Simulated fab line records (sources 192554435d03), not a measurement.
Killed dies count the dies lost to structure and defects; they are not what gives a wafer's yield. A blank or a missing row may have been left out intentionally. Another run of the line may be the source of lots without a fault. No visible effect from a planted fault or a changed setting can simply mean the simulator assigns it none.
Matching of chambers	flow n5 finfet	4 sister chambers for N5_FIN_SAQP_ETCH_51 on rie diel-02
The step etches SiARC in CF4, target depth 45.5 nm, time 75.8 s. 8 wafers are shown with their chamber, then 7 later ones without.

WAFERS WITH THEIR CHAMBER
wafer	chamber	drypump motor current A (A)	showerhead plenum p Torr (Torr)
L075.6	1	5.6	2.24
L083.5	1	5.5	2.23
L083.6	3	5.8	2.26
L086.1	2	5.0	2.15
L086.2	0	5.3	2.20
L086.4	3	5.7	2.25
L090.1	2	5.0	2.15
L090.4	0	5.3	2.20

WAFERS WITH NO CHAMBER GIVEN
wafer	drypump motor current A (A)	showerhead plenum p Torr (Torr)
L090.6	5.5	2.22
L091.1	5.5	2.22
L091.3	5.3	2.20
L091.4	5.0	2.15
L094.2	5.0	2.15
L094.3	5.3	2.19
L094.5	5.3	2.19

CHAMBER TAKEN BY EACH
wafer	from the rows above	in truth
L090.6	1	1
L091.1	1	1
L091.3	0	0
L091.4	2	2
L094.2	2	2
L094.3	0	0
L094.5	0	0
Placed correctly: 7 of 7. Left unplaced by these rows: 0. Wrongly placed: 0.
How it was worked out, from the rows above alone: a wafer's distance from a chamber is the root of the sum, over the readings, of the square of ((its reading less the chamber's mean) divided by the reading's scatter). If the next closest chamber is less than 2 further off than the closest, the wafer can't be placed; otherwise it belongs to the closest. Each chamber's mean is taken over the wafers shown for it. How the scatter is found: for the shown wafers, subtract from each reading the mean of its chamber, square and add these, divide the total by (wafers less chambers), then take the root.
